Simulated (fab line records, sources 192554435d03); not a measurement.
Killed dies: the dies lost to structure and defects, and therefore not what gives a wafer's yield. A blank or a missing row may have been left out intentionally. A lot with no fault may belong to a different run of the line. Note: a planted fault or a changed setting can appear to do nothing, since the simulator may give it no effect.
A struck lot beside a sound one | flow n5Finfet | 40 steps out of a route of 1938
Sound: wafers L742.1, L742.4, L742.6. Struck: wafer L740.2. (L740.1, L740.6 of the same lot were not struck and are left out.) The cause comes at the end.
Per side, at each step with rows, come the tool, then ch with its chambers, and then its first start. Under that, the readings that differ: sound wafers | struck wafers | difference of the means | sigmas: that difference in standard deviations of wafers without a fault.
alike: words and numbers the same on both sides, and readings whose means are apart by under 2 such deviations; not compared: readings that were withheld, readings missing a value for some wafer, numbers with overlapping values and no deviation given by the record, and bounds like >300 which may hide the same value.
Wherever a step has rows on one side only, a row that says differs or no value, or a row with sigmas, the two part there. Non-overlapping numbers with no deviation appear without sigmas and do not part them. A reading that every wafer of one side lacks parts them only if that side has two wafers or more.

first, 11 steps without rows for these wafers: N5_BEOL_M0_SAQP_MANDREL1_REMOVE_100 (chemistry HBr/Cl2/O2, target a-Si, stops on SiNx, bt time 10 s); N5_BEOL_M0_SAQP_ETCH_101 (etches SiNx in CH3F/O2, target depth 29.9 nm, time 42.7 s); N5_BEOL_M0_SAQP_ETCH_102 (etches SiO2 in CF4, target depth 4 nm, time 4.4 s); N5_BEOL_M0_SAQP_MANDREL_ETCH_103 (etches a-Si in HBr/Cl2, stops on SiCN, target depth 45 nm, bt time 10 s, time 27 s); N5_BEOL_M0_SAQP_RECESS_104 (chemistry HF/NH3, target SiO2, target depth 18 nm, afs cycles 3, sublimation time 60 s); N5_BEOL_M0_SAQP_COAT_105 (time 60 s, resist thk 100 nm); N5_BEOL_M0_SAQP_ETCH_106 (etches SOC in N2/H2, stops on SiNx, target depth 150 nm); N5_BEOL_M0_SAQP_ETCH_107 (etches SiNx in CH3F/O2, target depth 30 nm); N5_BEOL_M0_SAQP_STRIP_108 (strips in N2/H2); N5_BEOL_M0_SAQP_RECESS_109 (chemistry HF/NH3, target SiO2, target depth 3 nm, afs cycles 1, sublimation time 60 s); N5_BEOL_M0_SAQP_SPACER2_ALD_26 (deposits SiO2, target thk 15 nm, pulse time 1 s, purge time 2 s).
N5_BEOL_M0_SAQP_SPACER2_ETCHBACK_27: etches SiO2 in CHF3/O2, target depth 22.5 nm, time 11.25 s.
  sound on rieDiel-04 ch 0,1,2, day 9 01:23; struck on rieDiel-03 ch 0, day 8 15:25
  alike: chamberPressureMTorr, drypumpMotorCurrentA, oesProductAu, rfVppV, showerheadPlenumPTorr, throttleValvePct
  not compared: rfHoursCounterH
then, 25 steps without rows for these wafers: N5_BEOL_M0_SAQP_MANDREL2_REMOVE_110 (chemistry HBr/Cl2/O2, target a-Si, stops on SiCN, bt time 10 s); N5_BEOL_M0_SAQP_COAT_69 (time 60 s, resist thk 90 nm); N5_BEOL_M0_SAQP_COAT_72 (time 60 s, resist thk 15 nm); N5_BEOL_M0_SAQP_COAT_87 (time 60 s, resist thk 5 nm); N5_BEOL_M0_SAQP_COAT_34 (resist thk 30 nm); N5_BEOL_M0_SAQP_EBR_36; N5_BEOL_M0_SAQP_SOFTBAKE_35 (time 60 s); N5_BEOL_M0_SAQP_EXPOSE_37 (exposes mask M0 CUT1, target cd 30 nm); N5_BEOL_M0_SAQP_PEB_38 (peb time 60 s); N5_BEOL_M0_SAQP_DEVELOP_39 (develop time 30 s); N5_BEOL_M0_SAQP_DESCUM_45 (chemistry O2, time 7 s); N5_BEOL_M0_SAQP_ETCH_88 (etches underlayer in N2/H2, target depth 6.5 nm, time 5.2 s); N5_BEOL_M0_SAQP_ETCH_73 (etches SiARC in CF4, target depth 19.5 nm, time 32.5 s); N5_BEOL_M0_SAQP_CUT_ETCH_46 (etches SOC in N2/H2, target depth 135 nm, overetch 27 nm, time 202.5 s); N5_BEOL_M0_SAQP_STRIP_74 (strips in N2/H2); N5_BEOL_M0_SAQP_STRIP_89 (strips in N2/H2); N5_BEOL_M0_SAQP_ALD_48 (deposits SiO2, target thk 20 nm, pulse time 1 s, co reactant pulse time 1 s); N5_BEOL_M0_SAQP_ETCH_49 (etches SiO2 in CF4/O2, target depth 37 nm); N5_BEOL_M0_SAQP_STRIP_75 (strips in CF4); N5_BEOL_M0_CUTY_COAT_50 (time 60 s, resist thk 15 nm); N5_BEOL_M0_CUTY_COAT_51 (resist thk 150 nm); N5_BEOL_M0_CUTY_EBR_52; N5_BEOL_M0_CUTY_SOFTBAKE_53 (time 60 s); N5_BEOL_M0_CUTY_EXPOSE_54 (exposes mask M0 ABLK); N5_BEOL_M0_CUTY_PEB_55 (peb time 60 s).
N5_BEOL_M0_CUTY_INSPECT_59: inspects for defects (macro).
  sound on defectInspect-01 at day 9 03:50; struck on defectInspect-01 at day 8 17:23
reading        | sound | struck | difference | sigmas
rawDefectCount | 2 1 0 | 31     | +30        | +23
-- record jumps: 2 days separate the struck wafers' starts on either side; left off in module BEOL_M0_CUTY, taken up again in module BEOL_M4, whose first shown step is the route's number 1111 --
N5_BEOL_M4_RC_MEAS_101:
  sound on prober-02 ch 0, day 11 20:16; struck on prober-01 ch 0, day 11 03:50
  alike: DIBL_N, DIBL_P, IOFF_N, IOFF_P, ION_N, ION_P, SS_N, SS_P, VT_N, VT_P
-- a jump in the record: the struck wafers' starts before and after are 4 days apart (it breaks off in module BEOL_M4 and resumes in module PASSIVATION, where the first step shown is number 1936 of the route) --
N5_PASSIVATION_PROBE_49:
  the record has rows for the struck wafers here (prober-02, day 15 06:52) and none for the sound ones

== WHERE THEY PART ==
First at N5_BEOL_M0_CUTY_INSPECT_59; last, within this record, at N5_PASSIVATION_PROBE_49.

WHY: what had been put in by the simulator
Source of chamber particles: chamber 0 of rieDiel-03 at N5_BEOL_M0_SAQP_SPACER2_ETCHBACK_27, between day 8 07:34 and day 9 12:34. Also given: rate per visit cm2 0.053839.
